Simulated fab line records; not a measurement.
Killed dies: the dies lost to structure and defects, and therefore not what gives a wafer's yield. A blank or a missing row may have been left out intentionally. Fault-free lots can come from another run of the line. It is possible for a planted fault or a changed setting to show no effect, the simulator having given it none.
Split-lot experiment ; flow n5_finfet ; 39 wafers read from 7 lots, route of 1938 steps

SPLIT DETAILS
At N5_SD_EPI_P_EPI_21 (deposits SiGe:B, time 355 s), the setting time_s was moved away from the recipe's 355 s on 15 of the 39 wafers read, by -18.0% to +7.3%. The other wafers ran this setting at the recipe's value.

FROM THE SPLIT TO THE READING: what the file shows between them, 8 steps
- N5_SD_EPI_P_EPI_MEAS_23
- N5_SD_EPI_P_HM_STRIP_48: strips SiNx in H3PO4, material SiNx, target depth 3 nm
- N5_SD_EPI_P_SRD_49: time 30 s
- N5_SD_EPI_P_PRECLEAN_24: cleans in O3/DIW, time 45 s
- N5_SD_EPI_P_PRECLEAN_32: cleans in dHF, time 10 s
- N5_SD_EPI_P_PRECLEAN_33: cleans in SC2, time 45 s
- N5_SD_ACTIVATION_RTA_00: time 0 s
- N5_SD_ACTIVATION_LSA_01: time 0.0008 s

THE READING
RS_SD_P, in ohm/sq, at N5_SD_ACTIVATION_RS_MEAS_03 (measures by four-point-probe). On this fab line, fault-free wafers typically give 56.1 ohm/sq with a standard deviation of 0.88 ohm/sq.

wafer;tool, chamber at the split;time_s as run, s;against the recipe;RS_SD_P, ohm/sq;against lot-mates on the recipe
L081.1;epi_rpcvd-03, 0;355;recipe;58.1;-
L081.2;epi_rpcvd-03, 0;355;recipe;57.6;-
L081.3;epi_rpcvd-03, 0;291.1;-18.0%;66.0;+7.9
L081.4;epi_rpcvd-03, 0;291.1;-18.0%;64.8;+6.7
L081.5;epi_rpcvd-03, 0;355;recipe;58.6;-
L081.6;epi_rpcvd-03, 0;291.1;-18.0%;64.2;+6.1
L084.1;epi_rpcvd-01, 0;381;+7.3%;52.7;-3.0
L084.2;epi_rpcvd-01, 0;381;+7.3%;52.4;-3.3
L084.3;epi_rpcvd-01, 0;355;recipe;55.0;-
L084.4;epi_rpcvd-01, 0;355;recipe;56.3;-
L084.5;epi_rpcvd-01, 0;381;+7.3%;52.1;-3.6
L084.6;epi_rpcvd-01, 0;355;recipe;55.7;-
L086.2;epi_rpcvd-01, 0;355;recipe;57.1;-
L086.3;epi_rpcvd-01, 0;355;recipe;57.7;-
L086.6;epi_rpcvd-01, 0;355;recipe;56.9;-
L090.1;epi_rpcvd-03, 0;334.2;-5.9%;57.6;+1.4
L090.2;epi_rpcvd-03, 0;355;recipe;56.3;-
L090.3;epi_rpcvd-03, 0;334.2;-5.9%;58.9;+2.7
L090.4;epi_rpcvd-03, 0;355;recipe;56.4;-
L090.5;epi_rpcvd-03, 0;355;recipe;55.9;-
L090.6;epi_rpcvd-03, 0;334.2;-5.9%;58.5;+2.3
L091.1;epi_rpcvd-03, 0;355;recipe;56.0;-
L091.2;epi_rpcvd-03, 0;355;recipe;55.0;-
L091.3;epi_rpcvd-03, 0;355;recipe;56.0;-
L091.4;epi_rpcvd-03, 0;355;recipe;56.1;-
L091.5;epi_rpcvd-03, 0;355;recipe;56.1;-
L091.6;epi_rpcvd-03, 0;355;recipe;55.0;-
L092.1;epi_rpcvd-01, 0;323.5;-8.9%;59.5;+2.8
L092.2;epi_rpcvd-01, 0;355;recipe;56.8;-
L092.3;epi_rpcvd-01, 0;323.5;-8.9%;60.5;+3.8
L092.4;epi_rpcvd-01, 0;323.5;-8.9%;59.5;+2.8
L092.5;epi_rpcvd-01, 0;355;recipe;56.4;-
L092.6;epi_rpcvd-01, 0;355;recipe;57.0;-
L093.1;epi_rpcvd-01, 0;355;recipe;56.2;-
L093.2;epi_rpcvd-01, 0;326;-8.2%;59.9;+4.0
L093.3;epi_rpcvd-01, 0;326;-8.2%;60.4;+4.5
L093.4;epi_rpcvd-01, 0;355;recipe;56.1;-
L093.5;epi_rpcvd-01, 0;355;recipe;55.5;-
L093.6;epi_rpcvd-01, 0;326;-8.2%;58.9;+3.0

FIT RESULTS
A straight line over all 39 wafers: RS_SD_P changes by -0.464 ohm/sq for each +1% of time_s; r = -0.96; the points scatter about the line by 0.88 ohm/sq.
The same after taking each lot's own level away (the mean of its wafers on the recipe; 39 wafers): -0.396 ohm/sq for each +1%; r = -0.98; scatter 0.53 ohm/sq.
Per that fit: largest time_s move, reading shift of 7.1 ohm/sq.
Across the lots, their own levels run from 55.67 to 58.10 ohm/sq, a range of 2.8 times the standard deviation given above.
Thus the slope moves with the lot-to-lot level: the two fits are different.
Check: +6.88 ohm/sq against its lot-mates is what the line predicts for one of the wafers moved furthest among these (-18.0%) when that wafer is left out of the fit. It came out at +7.9 ohm/sq against them.

THESE WAFERS: OTHER SPLITS
Other splits were also applied to these wafers ahead of the reading. Each is held against what the fit with the lots' levels taken away leaves over:
other split on the same wafers;wafers away from the commonest value;r with RS_SD_P (lot level and that fit taken away)
N5_DUMMY_GATE_ETCH_32 time_s;15;-0.07
N5_DUMMY_GATE_ETCH_44 target_depth_a;18;+0.16

THE WHOLE CHAIN: every reading that the file lists as answering this split, in the file's order
step;what it does;reading;change (the file's fit);r (the file's)
N5_SD_EPI_P_EPI_21;deposits SiGe:B, time 355 s;SiGe-B_of_SD_EPI_P_EPI_21.thk_nm (the simulator's own value, which no gauge read);+0.389 nm for each +1% of the setting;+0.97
N5_SD_EPI_P_EPI_MEAS_23;;thk_nm;withheld for each +1% of the setting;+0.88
N5_SD_EPI_P_PRECLEAN_24;cleans in O3/DIW, time 45 s;SiGe-B_of_SD_EPI_P_EPI_21.thk_nm (the simulator's own value, which no gauge read);+0.384 nm for each +1% of the setting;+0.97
N5_SD_ACTIVATION_RS_MEAS_03;measures by four-point-probe;RS_SD_P;-0.394 for each +1% of the setting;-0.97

FILE'S OWN FIT
RS_SD_P changes by -0.394 ohm/sq for each +1% of time_s, r = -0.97.
